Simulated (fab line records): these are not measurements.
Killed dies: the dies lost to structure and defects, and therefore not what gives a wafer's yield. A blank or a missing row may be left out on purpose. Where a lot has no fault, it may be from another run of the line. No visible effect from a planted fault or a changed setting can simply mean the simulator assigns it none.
fab line records ; flow n5_finfet ; part 1 of 2: steps 1 to 25 of 34
record lots=5; wafers=15; last_day=19
route steps=1938 shown BEOL_M6@1247 BEOL_M7@1263
lots untouched by any fault: they come from a run of this same line in which no faults occurred
start_h: hours from the record's opening day to when the first of the lot's shown wafers began ; wait_h: hours elapsed since this lot's preceding step ; " unchanged from the row above ; L1.1+2: several wafers, shown together as one row ; - no value present, or no start provided ; * or withheld: withheld ; < > ~ a bound
route shown NAME@n: a module of which the file shows steps, and the number in the route of the first ; usual: mean/standard deviation of fault-free wafers ; same: alike in all rows ; chamber/n: place in a boat ; sites: readings site by site ; _std_site: standard deviation across them ; _edge_site: mean of outer sites minus mean of inner sites ; radius_mm: for every site, how far away it sits from the centre of the wafer ; mask NAME#n: copy n ; behind: the most recent tool/chamber to have shaped the wafer ; hold: why the lot went on hold/how many hours it stayed there/how the hold came to an end ; device: whichever transistor did not switch (one of n, p or np) ; end of line: tests run on the same wafers once the route is complete ; where a step has no rows: the recipe by itself ; killed: at the first sort, the dies lost to defects and structure; wafer yield is something else ; map: dies across one wafer; x = killed, . = not, _ = none there
set.NAME: the setting that was run; set.NAME@STEP: the one run at that earlier step ; model.NAME: the simulator's own value behind a step, which no gauge read
a table for each step, a row for each wafer; lots at some steps of the route
services: from which hour (start_h, from the record's first day; less than 0 if before it) a tool's chamber was out of use, for how many hours, and why
## steps
# step N5_BEOL_M6_CD_MEAS_35
# recipe target_cd_nm=40; target_cd_y_nm=28; polarity=opening
# usual cd_nm=39.8/0.54
lot.wafer;tool;chamber;start_h;wait_h;cd_nm
L074.1;cd_sem-02;-;221.03;0.0;39.2
L074.2;cd_sem-02;-;221.03;0.0;39.6
L074.4;cd_sem-02;-;221.03;0.0;39.4
L082.3;cd_sem-01;-;263.31;0.0;40.4
L082.4;cd_sem-01;-;263.31;0.0;39.3
L082.5;cd_sem-01;-;263.31;0.0;39.8
L092.1;cd_sem-01;-;311.52;0.0;40.3
L092.4;cd_sem-01;-;311.52;0.0;39.0
L092.5;cd_sem-01;-;311.52;0.0;39.7
L090.2;cd_sem-01;-;324.23;0.0;40.2
L090.4;cd_sem-01;-;324.23;0.0;40.3
L090.6;cd_sem-01;-;324.23;0.0;39.7
L097.2;cd_sem-02;-;365.83;0.0;39.5
L097.4;cd_sem-02;-;365.83;0.0;39.4
L097.5;cd_sem-02;-;365.83;0.0;39.8
# step N5_BEOL_M6_CURE_75
# recipe temp_c=370; time_s=120; ambient=DMADMS/He; material=SiCOH_lowk
# usual lamp_power_pct=52.31/0.055; wafer_temp_C_max=371.4/0.62
lot.wafer;tool;chamber;start_h;wait_h;lamp_power_pct;wafer_temp_C_max
L074.1;uv_cure-03;2;221.07;0.0;52.29;371.2
L074.2;uv_cure-03;2;221.07;0.0;52.31;371.8
L074.4;uv_cure-03;2;221.07;0.0;52.30;371.1
L082.3;uv_cure-03;2;264.96;1.6;52.25;371.2
L082.4;uv_cure-03;2;264.96;1.6;52.35;371.2
L082.5;uv_cure-03;2;264.96;1.6;52.38;371.0
L092.1;uv_cure-03;2;311.63;0.1;52.29;370.8
L092.4;uv_cure-03;2;311.63;0.1;52.33;371.0
L092.5;uv_cure-03;2;311.63;0.1;52.20;370.6
L090.2;uv_cure-03;1;324.32;0.1;52.41;370.7
L090.4;uv_cure-03;1;324.32;0.1;52.41;370.9
L090.6;uv_cure-03;1;324.32;0.1;52.33;370.9
L097.2;uv_cure-03;0;366.02;0.2;52.33;371.7
L097.4;uv_cure-03;0;366.02;0.2;52.24;371.7
L097.5;uv_cure-03;0;366.02;0.2;52.29;371.5
# step N5_BEOL_M6_DEGAS_44
# recipe ambient=vacuum; temp_c=250; time_s=60
# usual heater_power_w=338/35
lot.wafer;tool;chamber;start_h;wait_h;heater_power_w
L074.1;pvd_sputter-02;-;221.56;0.4;284
L074.2;pvd_sputter-02;-;221.56;0.4;350
L074.4;pvd_sputter-02;-;221.56;0.4;291
L082.3;pvd_sputter-03;-;267.12;2.0;314
L082.4;pvd_sputter-03;-;267.12;2.0;349
L082.5;pvd_sputter-03;-;267.12;2.0;317
L092.1;pvd_sputter-01;-;311.95;0.3;356
L092.4;pvd_sputter-01;-;311.95;0.3;376
L092.5;pvd_sputter-01;-;311.95;0.3;327
L090.2;pvd_sputter-02;-;324.83;0.5;293
L090.4;pvd_sputter-02;-;324.83;0.5;288
L090.6;pvd_sputter-02;-;324.83;0.5;343
L097.2;pvd_sputter-01;-;366.31;0.2;316
L097.4;pvd_sputter-01;-;366.31;0.2;382
L097.5;pvd_sputter-01;-;366.31;0.2;378
# step N5_BEOL_M6_PRE_CLEAN_45
# recipe gas=H2/He; time_s=30; temp_c=250
# usual heater_power_w=338/35
lot.wafer;tool;chamber;start_h;wait_h;heater_power_w
L074.1;pvd_sputter-02;-;221.60;0.0;289
L074.2;pvd_sputter-02;-;221.60;0.0;343
L074.4;pvd_sputter-02;-;221.60;0.0;283
L082.3;pvd_sputter-03;-;267.16;0.0;314
L082.4;pvd_sputter-03;-;267.16;0.0;359
L082.5;pvd_sputter-03;-;267.16;0.0;304
L092.1;pvd_sputter-01;-;311.99;0.0;367
L092.4;pvd_sputter-01;-;311.99;0.0;372
L092.5;pvd_sputter-01;-;311.99;0.0;322
L090.2;pvd_sputter-02;-;324.87;0.0;294
L090.4;pvd_sputter-02;-;324.87;0.0;295
L090.6;pvd_sputter-02;-;324.87;0.0;339
L097.2;pvd_sputter-01;-;366.35;0.0;318
L097.4;pvd_sputter-01;-;366.35;0.0;388
L097.5;pvd_sputter-01;-;366.35;0.0;367
# step N5_BEOL_M6_ALD_77
# recipe material=TaN; target_thk_a=20; temp_c=275; ald_precursor_family=PDMAT; ald_co_reactant=NH3; pressure_torr=3; carrier_flow_sccm=1500; pulse_time_s=2; purge_time_s=3; co_reactant_purge_time_s=2; co_reactant_pulse_time_s=3; ald_cycles=40; precursor_vessel_temp_c=75; precursor_vessel_pressure_torr=26.25; precursor_vessel_carrier_sccm=1000
# usual heater_power_w=415/42
lot.wafer;tool;chamber;start_h;wait_h;heater_power_w
L074.1;ald_metal-02;2;221.66;0.0;351
L074.2;ald_metal-02;0;221.66;0.0;439
L074.4;ald_metal-02;1;221.66;0.0;412
L082.3;ald_metal-04;3;267.28;0.1;333
L082.4;ald_metal-04;2;267.28;0.1;410
L082.5;ald_metal-04;3;267.28;0.1;331
L092.1;ald_metal-03;3;312.22;0.2;448
L092.4;ald_metal-03;0;312.22;0.2;514
L092.5;ald_metal-03;0;312.22;0.2;502
L090.2;ald_metal-03;1;324.93;0.0;400
L090.4;ald_metal-03;0;324.93;0.0;494
L090.6;ald_metal-03;2;324.93;0.0;428
L097.2;ald_metal-03;2;366.41;0.0;428
L097.4;ald_metal-03;2;366.41;0.0;417
L097.5;ald_metal-03;3;366.41;0.0;463
# step N5_BEOL_M6_SURFACE_TREAT_79
# recipe gas=Ar; time_s=*; ion_energy_ev=*; ion_current_ma_cm2=0.5; pressure_mtorr=*; ar_flow_sccm=30
# usual ar_flow_sccm=29.99/0.089; throttle_valve_pct=*
lot.wafer;tool;chamber;start_h;wait_h;ar_flow_sccm;throttle_valve_pct
L074.1;pvd_sputter-01;-;221.99;0.2;29.89;*
L074.2;pvd_sputter-01;-;221.99;0.2;29.92;*
L074.4;pvd_sputter-01;-;221.99;0.2;29.92;*
L082.3;pvd_sputter-03;-;267.84;0.4;30.09;*
L082.4;pvd_sputter-03;-;267.84;0.4;29.98;*
L082.5;pvd_sputter-03;-;267.84;0.4;29.92;*
L092.1;pvd_sputter-01;-;312.60;0.3;30.09;*
L092.4;pvd_sputter-01;-;312.60;0.3;29.99;*
L092.5;pvd_sputter-01;-;312.60;0.3;30.19;*
L090.2;pvd_sputter-01;-;325.48;0.4;30.07;*
L090.4;pvd_sputter-01;-;325.48;0.4;30.15;*
L090.6;pvd_sputter-01;-;325.48;0.4;29.94;*
L097.2;pvd_sputter-02;-;366.80;0.3;30.02;*
L097.4;pvd_sputter-02;-;366.80;0.3;29.94;*
L097.5;pvd_sputter-02;-;366.80;0.3;30.07;*
# step N5_BEOL_M6_CVD_78
# recipe material=Co; target_thk_a=20; temp_c=withheld; precursor=CCTBA/H2; pressure_torr=30; time_s=142.3
lot.wafer;tool;chamber;start_h;wait_h
L074.1+2+4;cvd_co-02;2,1,1;222.06;0.0
L082.3+4+5;cvd_co-02;2,1,2;268.06;0.2
L092.1+4+5;cvd_co-01;1,0,2;312.78;0.2
L090.2+4+6;cvd_co-01;0,2,0;325.76;0.3
L097.2+4+5;cvd_co-02;1,0,1;366.93;0.1
# step N5_BEOL_M6_SPUTTER_48
# recipe material=Cu; target_thk_a=100; temp_c=-20; bias_v=60; power_w=26000; chamber_pressure_pa=0.13; time_s=1.667
# usual bias_v=60.0/0.65; throttle_valve_pct=30.0/0.93
lot.wafer;tool;chamber;start_h;wait_h;bias_v;throttle_valve_pct
L074.1;pvd_sputter-02;-;222.30;0.2;60.2;29.6
L074.2;pvd_sputter-02;-;222.30;0.2;60.1;30.4
L074.4;pvd_sputter-02;-;222.30;0.2;61.0;29.7
L082.3;pvd_sputter-01;-;268.20;0.1;60.3;31.8
L082.4;pvd_sputter-01;-;268.20;0.1;58.7;28.8
L082.5;pvd_sputter-01;-;268.20;0.1;60.1;30.0
L092.1;pvd_sputter-03;-;312.95;0.1;60.3;29.6
L092.4;pvd_sputter-03;-;312.95;0.1;59.5;28.4
L092.5;pvd_sputter-03;-;312.95;0.1;58.4;30.2
L090.2;pvd_sputter-03;-;325.88;0.1;60.2;30.7
L090.4;pvd_sputter-03;-;325.88;0.1;59.8;30.1
L090.6;pvd_sputter-03;-;325.88;0.1;60.4;28.4
L097.2;pvd_sputter-02;-;367.12;0.1;59.7;29.8
L097.4;pvd_sputter-02;-;367.12;0.1;60.0;30.6
L097.5;pvd_sputter-02;-;367.12;0.1;60.3;29.9
# step N5_BEOL_M6_ECD_50
# recipe material=Cu; target_thk_a=3000
lot.wafer;tool;chamber;start_h;wait_h
L074.1+2+4;ecd_cu-01;1,0,1;222.52;0.2
L082.3+4+5;ecd_cu-01;0,1,1;268.34;0.1
L092.1+4+5;ecd_cu-02;1,0,0;313.06;0.1
L090.2+4+6;ecd_cu-02;1,0,0;325.99;0.1
L097.2+4+5;ecd_cu-02;0;367.23;0.1
# step N5_BEOL_M6_ANNEAL_51
# recipe temp_c=225; time_s=90; ambient=N2
# usual anneal_temp_c_max=225.76/0.25; wafer_temp_C_max=226.25/0.24
lot.wafer;tool;chamber;start_h;wait_h;anneal_temp_c_max;wafer_temp_C_max
L074.1;rtp_anneal-02;0;223.03;0.5;225.61;225.89
L074.2;rtp_anneal-02;0;223.03;0.5;225.78;226.45
L074.4;rtp_anneal-02;0;223.03;0.5;225.42;226.67
L082.3;rtp_anneal-01;0;268.55;0.2;226.02;226.36
L082.4;rtp_anneal-01;0;268.55;0.2;225.74;226.03
L082.5;rtp_anneal-01;0;268.55;0.2;225.80;226.53
L092.1;rtp_anneal-01;0;313.35;0.3;226.32;226.06
L092.4;rtp_anneal-01;0;313.35;0.3;225.91;226.15
L092.5;rtp_anneal-01;0;313.35;0.3;226.31;226.03
L090.2;rtp_anneal-01;0;327.33;1.3;225.67;226.48
L090.4;rtp_anneal-01;0;327.33;1.3;225.59;226.38
L090.6;rtp_anneal-01;0;327.33;1.3;225.90;226.64
L097.2;rtp_anneal-02;0;368.53;1.3;225.74;226.13
L097.4;rtp_anneal-02;0;368.53;1.3;225.58;225.76
L097.5;rtp_anneal-02;0;368.53;1.3;225.67;226.45
# step N5_BEOL_M6_CMP_52
# recipe stop_on=SiCOH_lowk; t_overpolish_s=6.9; down_force_psi=1; platen_rpm=50; clearing_platen_down_force_psi=1.5; clearing_platen_rpm=50; post_cmp_clean=cu_alkaline; target_thk_nm=80; clearing_platen_pad_velocity_m_s=0.99484; pad_velocity_m_s=0.99484
# usual barrier_field_endpoint_s=28.9/0.71; motor_current_A=6.0/0.67; overpolish_run_s=6.900/0.0097; time_to_endpoint_s=61.8/2.8
lot.wafer;tool;chamber;start_h;wait_h;barrier_field_endpoint_s;motor_current_A;overpolish_run_s;time_to_endpoint_s
L074.4;cmp-02;0;223.32;0.1;28.8;5.2;6.876;58.4
L074.2;cmp-02;1;223.32;0.1;28.5;5.7;6.885;61.0
L074.1;cmp-02;2;223.32;0.1;29.0;6.1;6.899;61.6
L082.3;cmp-01;1;268.84;0.2;28.3;6.1;6.896;58.9
L082.4;cmp-01;2;268.84;0.2;29.9;5.5;6.906;64.3
L082.5;cmp-01;0;268.84;0.2;29.1;7.5;6.905;61.3
L092.4;cmp-02;3;313.64;0.1;30.4;6.6;6.893;65.1
L092.1;cmp-02;2;313.64;0.1;30.1;5.9;6.902;65.4
L092.5;cmp-02;3;313.64;0.1;30.2;6.5;6.908;65.7
L090.4;cmp-03;3;327.84;0.2;28.4;6.2;6.892;56.9
L090.2;cmp-03;0;327.84;0.2;28.5;7.3;6.889;59.1
L090.6;cmp-03;2;327.84;0.2;29.9;6.2;6.909;64.9
L097.4;cmp-01;3;368.82;0.2;29.4;5.4;6.888;64.5
L097.2;cmp-01;1;368.82;0.2;27.3;6.2;6.890;58.0
L097.5;cmp-01;3;368.82;0.2;29.3;5.6;6.895;67.1
# step N5_BEOL_M6_THK_MEAS_53
# recipe thk_meas_gauge=xrf; reads=Cu_of_BEOL_M6_ECD_50
# usual M6_THK=79.0/1.6
lot.wafer;tool;chamber;start_h;wait_h;M6_THK[nm]
L074.1;film_metro-02;-;223.62;-;81.2
L074.2;film_metro-02;-;223.62;-;79.3
L074.4;film_metro-02;-;223.62;-;77.5
L082.3;film_metro-01;-;269.06;-;78.9
L082.4;film_metro-01;-;269.06;-;78.2
L082.5;film_metro-01;-;269.06;-;78.9
L092.1;film_metro-01;-;313.94;-;82.2
L092.4;film_metro-01;-;313.94;-;79.2
L092.5;film_metro-01;-;313.94;-;79.0
L090.2;film_metro-01;-;328.10;-;80.3
L090.4;film_metro-01;-;328.10;-;82.1
L090.6;film_metro-01;-;328.10;-;79.3
L097.2;film_metro-02;-;369.08;-;78.5
L097.4;film_metro-02;-;369.08;-;81.7
L097.5;film_metro-02;-;369.08;-;79.6
# step N5_BEOL_M6_PRE_CLEAN_55
# recipe gas=NH3; time_s=15; temp_c=withheld; rf_power_w=300
lot.wafer;tool;chamber;start_h;wait_h
L074.1+2+4;pecvd-04;0,2,2;223.65;0.0
L082.3+4+5;pecvd-02;2,0,1;269.09;0.0
L092.1+4+5;pecvd-04;2,1,2;313.97;0.0
L090.2+4+6;pecvd-01;2,2,1;328.14;0.0
L097.2+4+5;pecvd-02;1,1,0;369.12;0.0
# step N5_BEOL_M6_DEP_56
# recipe material=SiCN; target_thk_a=100; temp_c=withheld; precursor=3MS/NH3; pressure_torr=3; rf_w=202; time_s=17.5
# usual showerhead_plenum_p_Torr=3.667/0.015; throttle_valve_pct=9.3/0.41
lot.wafer;tool;chamber;start_h;wait_h;showerhead_plenum_p_Torr;throttle_valve_pct
L074.1;pecvd-04;0;223.68;0.0;3.687;9.5
L074.2;pecvd-04;2;223.68;0.0;3.652;8.8
L074.4;pecvd-04;2;223.68;0.0;3.647;8.7
L082.3;pecvd-02;2;269.12;0.0;3.662;8.8
L082.4;pecvd-02;0;269.12;0.0;3.656;9.3
L082.5;pecvd-02;1;269.12;0.0;3.666;8.9
L092.1;pecvd-04;2;314.00;0.0;3.652;8.5
L092.4;pecvd-04;1;314.00;0.0;3.680;9.3
L092.5;pecvd-04;2;314.00;0.0;3.646;9.0
L090.2;pecvd-01;2;328.16;0.0;3.645;9.2
L090.4;pecvd-01;2;328.16;0.0;3.653;9.2
L090.6;pecvd-01;1;328.16;0.0;3.684;9.5
L097.2;pecvd-02;1;369.14;0.0;3.658;9.0
L097.4;pecvd-02;1;369.14;0.0;3.671;9.0
L097.5;pecvd-02;0;369.14;0.0;3.666;9.7
# step N5_BEOL_M6_RS_MEAS_57
# recipe thk_meas_gauge=four-point-probe; reads=Cu_of_BEOL_M6_ECD_50+Co_of_BEOL_M6_CVD_78+TaN_of_BEOL_M6_ALD_77
# usual M6_RS=0.287/0.0068
lot.wafer;tool;chamber;start_h;wait_h;M6_RS[ohm/sq]
L074.1;film_metro-02;-;223.75;0.1;0.276
L074.2;film_metro-02;-;223.75;0.1;0.284
L074.4;film_metro-02;-;223.75;0.1;0.292
L082.3;film_metro-02;-;269.19;0.1;0.287
L082.4;film_metro-02;-;269.19;0.1;0.290
L082.5;film_metro-02;-;269.19;0.1;0.286
L092.1;film_metro-02;-;314.07;0.1;0.276
L092.4;film_metro-02;-;314.07;0.1;0.288
L092.5;film_metro-02;-;314.07;0.1;0.291
L090.2;film_metro-01;-;328.23;0.1;0.283
L090.4;film_metro-01;-;328.23;0.1;0.277
L090.6;film_metro-01;-;328.23;0.1;0.287
L097.2;film_metro-02;-;369.21;0.1;0.285
L097.4;film_metro-02;-;369.21;0.1;0.274
L097.5;film_metro-02;-;369.21;0.1;0.281
# step N5_BEOL_M6_INSPECT_58
# recipe inspect_instrument=darkfield; mode=post_dep
# usual raw_defect_count=78/28
lot.wafer;tool;chamber;start_h;wait_h;raw_defect_count
L074.1;defect_inspect-01;-;223.78;0.0;106
L074.2;defect_inspect-01;-;223.78;0.0;63
L074.4;defect_inspect-01;-;223.78;0.0;57
L082.3;defect_inspect-01;-;269.21;0.0;69
L082.4;defect_inspect-01;-;269.21;0.0;63
L082.5;defect_inspect-01;-;269.21;0.0;45
L092.1;defect_inspect-01;-;314.09;0.0;60
L092.4;defect_inspect-01;-;314.09;0.0;76
L092.5;defect_inspect-01;-;314.09;0.0;91
L090.2;defect_inspect-01;-;328.26;0.0;104
L090.4;defect_inspect-01;-;328.26;0.0;82
L090.6;defect_inspect-01;-;328.26;0.0;107
L097.2;defect_inspect-01;-;369.24;0.0;66
L097.4;defect_inspect-01;-;369.24;0.0;113
L097.5;defect_inspect-01;-;369.24;0.0;73
# step N5_BEOL_M7_ILD_DEP_00
# recipe material=SiCOH_lowk; target_thk_a=1797.5; temp_c=300; precursor=DEMS/porogen; pressure_torr=5; rf_w=500; time_s=33.4
# usual heater_power_w=296/37; showerhead_plenum_p_Torr=5.741/0.013; throttle_valve_pct=14.1/0.64
lot.wafer;tool;chamber;start_h;wait_h;heater_power_w;showerhead_plenum_p_Torr;throttle_valve_pct
L074.1;pecvd-03;0;223.81;0.0;275;5.743;14.1
L074.2;pecvd-03;2;223.81;0.0;272;5.748;13.7
L074.4;pecvd-03;2;223.81;0.0;275;5.745;13.4
L082.3;pecvd-04;1;269.25;0.0;247;5.770;14.2
L082.4;pecvd-04;2;269.25;0.0;302;5.692;13.6
L082.5;pecvd-04;1;269.25;0.0;253;5.752;14.2
L092.1;pecvd-03;1;314.13;0.0;309;5.746;15.1
L092.4;pecvd-03;2;314.13;0.0;262;5.751;13.8
L092.5;pecvd-03;0;314.13;0.0;308;5.737;14.2
L090.2;pecvd-03;2;328.30;0.0;225;5.742;13.7
L090.4;pecvd-03;0;328.30;0.0;273;5.731;14.3
L090.6;pecvd-03;1;328.30;0.0;318;5.727;15.1
L097.2;pecvd-03;1;369.27;0.0;336;5.733;15.2
L097.4;pecvd-03;0;369.27;0.0;317;5.741;14.0
L097.5;pecvd-03;1;369.27;0.0;260;5.742;15.2
# step N5_BEOL_M7_CURE_74
# recipe temp_c=385; time_s=240; ambient=He/Ar; material=SiCOH_lowk
# usual lamp_power_pct=52.31/0.047; wafer_temp_C_max=386.8/0.76
lot.wafer;tool;chamber;start_h;wait_h;lamp_power_pct;wafer_temp_C_max
L074.1;uv_cure-03;0;223.90;0.1;52.36;386.8
L074.2;uv_cure-03;0;223.90;0.1;52.31;386.2
L074.4;uv_cure-03;0;223.90;0.1;52.28;386.6
L082.3;uv_cure-02;2;269.47;0.2;52.33;386.7
L082.4;uv_cure-02;2;269.47;0.2;52.34;386.6
L082.5;uv_cure-02;2;269.47;0.2;52.32;386.5
L092.1;uv_cure-03;1;314.20;0.0;52.30;386.3
L092.4;uv_cure-03;1;314.20;0.0;52.31;386.4
L092.5;uv_cure-03;1;314.20;0.0;52.28;386.6
L090.2;uv_cure-03;2;328.44;0.1;52.33;385.9
L090.4;uv_cure-03;2;328.44;0.1;52.38;386.0
L090.6;uv_cure-03;2;328.44;0.1;52.35;385.6
L097.2;uv_cure-02;0;369.49;0.2;52.33;386.8
L097.4;uv_cure-02;0;369.49;0.2;52.25;386.4
L097.5;uv_cure-02;0;369.49;0.2;52.31;386.9
# step N5_BEOL_M7_THK_MEAS_01
# recipe reads=SiCOH_lowk_of_BEOL_M7_ILD_DEP_00
# usual M7_ILD_THK=154.7/2
lot.wafer;tool;chamber;start_h;wait_h;M7_ILD_THK[nm]
L074.1;film_metro-01;-;224.41;0.4;152.7
L074.2;film_metro-01;-;224.41;0.4;153.7
L074.4;film_metro-01;-;224.41;0.4;154.6
L082.3;film_metro-01;-;269.83;0.3;156.3
L082.4;film_metro-01;-;269.83;0.3;160.1
L082.5;film_metro-01;-;269.83;0.3;157.5
L092.1;film_metro-01;-;314.71;0.4;154.7
L092.4;film_metro-01;-;314.71;0.4;154.3
L092.5;film_metro-01;-;314.71;0.4;153.3
L090.2;film_metro-01;-;328.87;0.4;151.1
L090.4;film_metro-01;-;328.87;0.4;155.1
L090.6;film_metro-01;-;328.87;0.4;156.8
L097.2;film_metro-01;-;369.92;0.4;154.0
L097.4;film_metro-01;-;369.92;0.4;155.8
L097.5;film_metro-01;-;369.92;0.4;156.7
# step N5_BEOL_M7_PECVD_70
# recipe material=SiO2; target_thk_a=200; temp_c=400; precursor=TEOS/O2; pressure_torr=5.5; rf_w=450; teos_flow_sccm=53.8; gas=O2; flow_sccm=3000; time_s=22.7
# usual heater_power_w=688/63; showerhead_plenum_p_Torr=8.78/0.036; throttle_valve_pct=22.7/1
lot.wafer;tool;chamber;start_h;wait_h;heater_power_w;showerhead_plenum_p_Torr;throttle_valve_pct
L074.1;pecvd-03;0;224.45;0.0;638;8.80;23.0
L074.2;pecvd-03;2;224.45;0.0;599;8.80;21.9
L074.4;pecvd-03;0;224.45;0.0;633;8.78;22.9
L082.3;pecvd-02;1;269.86;0.0;617;8.77;22.0
L082.4;pecvd-02;1;269.86;0.0;643;8.79;22.1
L082.5;pecvd-02;2;269.86;0.0;673;8.74;21.4
L092.1;pecvd-03;1;314.75;0.0;639;8.78;24.5
L092.4;pecvd-03;1;314.75;0.0;636;8.79;24.3
L092.5;pecvd-03;2;314.75;0.0;577;8.81;22.2
L090.2;pecvd-02;1;328.91;0.0;725;8.76;22.1
L090.4;pecvd-02;1;328.91;0.0;715;8.77;22.0
L090.6;pecvd-02;0;328.91;0.0;677;8.76;23.2
L097.2;pecvd-02;2;369.96;0.0;655;8.81;21.5
L097.4;pecvd-02;2;369.96;0.0;667;8.80;21.2
L097.5;pecvd-02;1;369.96;0.0;674;8.81;22.1
# step N5_BEOL_M7_HM_DEP_02
# recipe material=TiN; target_thk_a=200; temp_c=25; chamber_pressure_pa=0.49996
# usual throttle_valve_pct=30.0/1
lot.wafer;tool;chamber;start_h;wait_h;throttle_valve_pct
L074.1;pvd_sputter-03;-;225.16;0.7;31.1
L074.2;pvd_sputter-03;-;225.16;0.7;29.6
L074.4;pvd_sputter-03;-;225.16;0.7;29.9
L082.3;pvd_sputter-01;-;271.22;1.3;31.9
L082.4;pvd_sputter-01;-;271.22;1.3;29.8
L082.5;pvd_sputter-01;-;271.22;1.3;30.2
L092.1;pvd_sputter-01;-;315.68;0.9;30.0
L092.4;pvd_sputter-01;-;315.68;0.9;31.8
L092.5;pvd_sputter-01;-;315.68;0.9;29.1
L090.2;pvd_sputter-01;-;330.21;1.3;28.9
L090.4;pvd_sputter-01;-;330.21;1.3;29.5
L090.6;pvd_sputter-01;-;330.21;1.3;32.0
L097.2;pvd_sputter-02;-;373.33;3.3;29.7
L097.4;pvd_sputter-02;-;373.33;3.3;31.1
L097.5;pvd_sputter-02;-;373.33;3.3;30.4
# step N5_BEOL_M7_COAT_59
# recipe resist=SOC; temp_c=250; time_s=60; spin_rpm=1500; resist_thk_nm=100
# usual plate_temp_C=249.99/0.18
lot.wafer;tool;chamber;start_h;wait_h;plate_temp_C
L074.1;litho_track-05;0;225.29;0.1;249.89
L074.2;litho_track-05;0;225.29;0.1;250.20
L074.4;litho_track-05;0;225.29;0.1;249.78
L082.3;litho_track-04;0;271.35;0.1;249.70
L082.4;litho_track-04;0;271.35;0.1;249.95
L082.5;litho_track-04;0;271.35;0.1;249.73
L092.1;litho_track-03;0;315.81;0.1;250.23
L092.4;litho_track-03;0;315.81;0.1;249.84
L092.5;litho_track-03;0;315.81;0.1;250.00
L090.2;litho_track-03;0;330.33;0.1;249.95
L090.4;litho_track-03;0;330.33;0.1;249.92
L090.6;litho_track-03;0;330.33;0.1;250.02
L097.2;litho_track-04;0;373.45;0.1;250.01
L097.4;litho_track-04;0;373.45;0.1;250.03
L097.5;litho_track-04;0;373.45;0.1;250.23
# step N5_BEOL_M7_COAT_60
# recipe resist=SiARC; temp_c=220; time_s=60; spin_rpm=1500; resist_thk_nm=35
# usual plate_temp_C=220.00/0.17
lot.wafer;tool;chamber;start_h;wait_h;plate_temp_C
L074.1;litho_track-05;0;-;-;219.93
L074.2;litho_track-05;0;-;-;220.07
L074.4;litho_track-05;0;-;-;220.19
L082.3;litho_track-04;0;-;-;220.08
L082.4;litho_track-04;0;-;-;220.15
L082.5;litho_track-04;0;-;-;219.81
L092.1;litho_track-03;0;-;-;220.28
L092.4;litho_track-03;0;-;-;220.13
L092.5;litho_track-03;0;-;-;220.51
L090.2;litho_track-03;0;-;-;219.97
L090.4;litho_track-03;0;-;-;220.18
L090.6;litho_track-03;0;-;-;219.94
L097.2;litho_track-04;0;-;-;220.48
L097.4;litho_track-04;0;-;-;220.48
L097.5;litho_track-04;0;-;-;220.04
# step N5_BEOL_M7_COAT_05
# recipe resist=CAR-ArF; spin_rpm=1500; resist_thk_nm=90
lot.wafer;tool;chamber;start_h;wait_h
L074.1+2+4;litho_track-05;0;-;-
L082.3+4+5;litho_track-04;0;-;-
L092.1+4+5;litho_track-03;0;-;-
L090.2+4+6;litho_track-03;0;-;-
L097.2+4+5;litho_track-04;0;-;-
# step N5_BEOL_M7_EBR_07
# recipe solvent=PGMEA; ebr_width_mm=1.5
lot.wafer;tool;chamber;start_h;wait_h
L074.1+2+4;litho_track-05;0;-;-
L082.3+4+5;litho_track-04;0;-;-
L092.1+4+5;litho_track-03;0;-;-
L090.2+4+6;litho_track-03;0;-;-
L097.2+4+5;litho_track-04;0;-;-
